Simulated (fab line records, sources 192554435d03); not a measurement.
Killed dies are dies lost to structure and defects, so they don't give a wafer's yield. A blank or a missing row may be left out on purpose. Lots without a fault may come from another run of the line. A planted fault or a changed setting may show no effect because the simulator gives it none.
A struck lot beside a sound one | flow n5_finfet | 43 steps out of a route of 1938
Sound: wafers L978.1, L978.4, L978.6. Struck: wafers L988.2, L988.3. The cause comes at the end.
At each step with rows: each side's tool, then ch and its chambers, then its first start. Under that, the readings that differ: sound wafers | struck wafers | difference of the means | sigmas: that difference in standard deviations of wafers without a fault.
alike: readings whose means differ by less than 2 such deviations, and words and numbers that are the same on both sides. not compared: withheld readings, readings that some wafer has no value for, bounds like >300 that may hide the same value, and numbers for which the record gives no deviation and whose values overlap.
The two part at a step that has a row with sigmas, a row that says differs or no value, or rows on one side only. Numbers that don't overlap but have no deviation are shown without sigmas and don't part them. A reading that every wafer of one side lacks parts them only if that side has two wafers or more.

N5_HKMG_FIN_CD_MEAS_12: target cd 92.8 nm.
  sound on cd_sem-03 ch 0, day 5 22:47; struck on cd_sem-02 ch 0, day 8 00:58
  alike: cd_nm
N5_HKMG_FIN_OVL_MEAS_13:
  sound on overlay-01 ch 0, day 5 22:49; struck on overlay-01 ch 0, day 8 00:59
  reading       | sound        | struck  | difference | sigmas
  NWFM_OVL (nm) | 0.0 -0.3 0.2 | 1.8 1.5 | +1.7       | +2
N5_HKMG_FIN_INSPECT_14: inspects for defects (macro).
  sound on defect_inspect-02, day 5 22:50; struck on defect_inspect-02, day 8 01:01
  alike: raw_defect_count
then, 2 steps without rows for these wafers: N5_HKMG_FIN_DESCUM_17 (chemistry O2, time 7.9 s); N5_HKMG_FIN_ETCH_31 (etches SiARC in CF4, target depth 45.5 nm, time 75.8 s).
N5_HKMG_FIN_ETCH_32: etches SOC in N2/H2, target depth 240 nm, time 300 s.
  sound on rie_diel-01 ch 1,2,3, day 5 22:57; struck on rie_diel-01 ch 0,1, day 8 01:08
  alike: chamber_pressure_mTorr, drypump_motor_current_A, n2_flow_sccm, oes_product_au, rf_vpp_V, showerhead_plenum_p_Torr, throttle_valve_pct
  not compared: rf_hours_counter_h
then, 6 steps without rows for these wafers: N5_HKMG_FIN_STRIP_33 (strips in N2/H2); N5_HKMG_FIN_STRIP_34 (strips in CF4); N5_HKMG_FIN_ETCH_35 (etches SOC in N2/H2, target depth 215.8 nm, time 243.4 s); N5_HKMG_FIN_STRIP_92 (strips SOC in N2/H2, time 20 s); N5_HKMG_FIN_WET_ETCH_18 (etches TiN in SC1, time 55 s, target depth 5.2 nm, rinse time 30 s); N5_HKMG_FIN_STRIP_19 (strips in N2/H2, time 360 s).
N5_HKMG_FIN_ALD_91: deposits TiN, target thk 1 nm, pulse time 1 s, purge time 3 s.
  sound on ald_metal-03 ch 0,1,3, day 6 00:22; struck on ald_metal-04 ch 0,1, day 8 02:02
  reading                    | sound             | struck      | difference | sigmas
  ald_cycles                 | 47 47 47          | 44 44       | -3         |
  precursor_pulse_height_rel | 0.943 1.002 0.995 | 1.041 1.033 | +0.057     | +3
  alike: heater_power_w
then, 11 steps without rows for these wafers: N5_HKMG_FIN_COAT_85 (time 60 s, resist thk 300 nm); N5_HKMG_FIN_ETCH_86 (etches SOC in N2/H2, stops on TiN, target depth 393.2 nm); N5_HKMG_FIN_STRIP_89 (strips SOC in N2/H2, time 20 s); N5_HKMG_FIN_WET_ETCH_87 (etches TiN in SC1, time 154.2 s, target depth 4.7 nm, rinse time 30 s); N5_HKMG_FIN_STRIP_88 (strips in N2/H2, time 360 s); N5_HKMG_FIN_NWFM_ALD_20 (deposits TiAlC, target thk 2 nm, pulse time 3 s, purge time 2 s); N5_HKMG_FIN_ALD_71 (deposits TiN, target thk 1 nm, pulse time 1 s, purge time 3 s); N5_HKMG_FIN_COAT_66 (time 60 s, resist thk 300 nm); N5_HKMG_FIN_ETCH_67 (etches SOC in N2/H2, stops on TiN, target depth 388.9 nm); N5_HKMG_FIN_STRIP_90 (strips SOC in N2/H2, time 20 s); N5_HKMG_FIN_WET_ETCH_73 (etches the open film in SC1, time 42.3 s, target depth 1.3 nm, rinse time 30 s).
N5_HKMG_FIN_ETCHBACK_68: etches the open film in Cl2/Ar, stops on HfO2, target depth 0.5 nm.
  sound on rie_metal-01 ch 0, day 6 02:04; struck on rie_metal-01 ch 0,1, day 8 03:40
  alike: chamber_pressure_mTorr, drypump_motor_current_A, he_backside_leak_sccm, oes_product_au, throttle_valve_pct
  not compared: rf_hours_counter_h
N5_HKMG_FIN_STRIP_69: strips in N2/H2, time 360 s.
  sound on plasma_asher-01 ch 0,1, day 6 02:12; struck on plasma_asher-02 ch 0,1, day 8 03:48
  alike: drypump_motor_current_A, heater_power_w, n2_flow_sccm
  not compared: rf_hours_counter_h
then, 2 steps without rows for these wafers: N5_HKMG_FIN_ALD_21 (deposits TiN, target thk 1.5 nm, pulse time 1 s, purge time 3 s); N5_HKMG_FIN_ALD_72 (deposits W, target thk 2 nm, pulse time 1 s, purge time 2 s).
N5_HKMG_FIN_W_FILL_22: material W, target thk 60 nm, time 18.2 s.
  sound on cvd_w-01 ch 0,1, day 6 03:01; struck on cvd_w-01 ch 1, day 8 04:37
  alike: heater_power_w, throttle_valve_pct
then, 3 steps without rows for these wafers: N5_HKMG_FIN_PRECLEAN_83 (cleans in DIW, time 57.5 s); N5_HKMG_FIN_SRD_84 (dry time 32 s); N5_HKMG_FIN_CMP_23 (polishes, stops on SiNx, t overpolish 10 s, target thk 46.326 nm).
N5_HKMG_FIN_CMP_94: polishes, stops on SiNx, t overpolish 4.7 s, target thk 43.299 nm.
  sound on cmp-02 ch 1,2,3, day 6 03:38; struck on cmp-04 ch 0,3, day 8 05:19
  alike: motor_current_A, slurry_filter_dp_kPa
N5_HKMG_FIN_INSPECT_28: inspects for defects (darkfield).
  sound on defect_inspect-01, day 6 03:50; struck on defect_inspect-01, day 8 05:32
  alike: raw_defect_count
then, 7 steps without rows for these wafers: N5_GATE_CUT_ETCHBACK_00 (etches W in SF6/Cl2); N5_GATE_CUT_ETCH_56 (etches TiN in Cl2/Ar, target depth 21.6 nm); N5_GATE_CUT_ETCHBACK_30 (etches TiN in Cl2/Ar, target depth 3 nm); N5_GATE_CUT_VAPOR_ETCH_60 (etches HfO2 in BCl3/Cl2); N5_GATE_CUT_ETCH_58 (etches SiNx in CH3F/O2, target depth 17 nm, time 128.6 s); N5_GATE_CUT_STRIP_59 (strips in N2/H2, time 20 s); N5_GATE_CUT_PRECLEAN_31 (cleans in DIW, time 300 s).
-- the record jumps here: 7 days lie between the struck wafers' starts before and after (it left off in module GATE_CUT and takes up again in module BEOL_M4, whose first step shown is number 1111 of the route) --
N5_BEOL_M4_RC_MEAS_101:
  sound on prober-01 ch 0, day 12 01:31; struck on prober-01 ch 0, day 15 06:35
  reading             | sound                      | struck            | difference | sigmas
  IOFF_N (nA/um)      | 0.18 0.19 0.19             | 0.28 0.35         | +0.13      | +2
  IOFF_N_LONG (nA/um) | 5.69e-05 5.75e-05 5.64e-05 | 7.06e-05 7.08e-05 | +1.38e-05  | +6
  VT_N (mV)           | 249 244 247                | 240 234           | -10        | -2
  VT_N_LONG (mV)      | 274.2 273.4 275.9          | 263.5 265.4       | -10.1      | -5
  alike: DIBL_N, DIBL_P, IOFF_P, ION_N, ION_P, SS_N, SS_P, VT_P
-- the record jumps here: 4 days lie between the struck wafers' starts before and after (it left off in module BEOL_M4 and takes up again in module PASSIVATION, whose first step shown is number 1936 of the route) --
N5_PASSIVATION_PROBE_49:
  the record has rows for the struck wafers here (prober-01, day 19 17:10) and none for the sound ones

WHERE THEY PART
First at N5_HKMG_FIN_OVL_MEAS_13; last, within this record, at N5_PASSIVATION_PROBE_49.

WHY: what the simulator had put in
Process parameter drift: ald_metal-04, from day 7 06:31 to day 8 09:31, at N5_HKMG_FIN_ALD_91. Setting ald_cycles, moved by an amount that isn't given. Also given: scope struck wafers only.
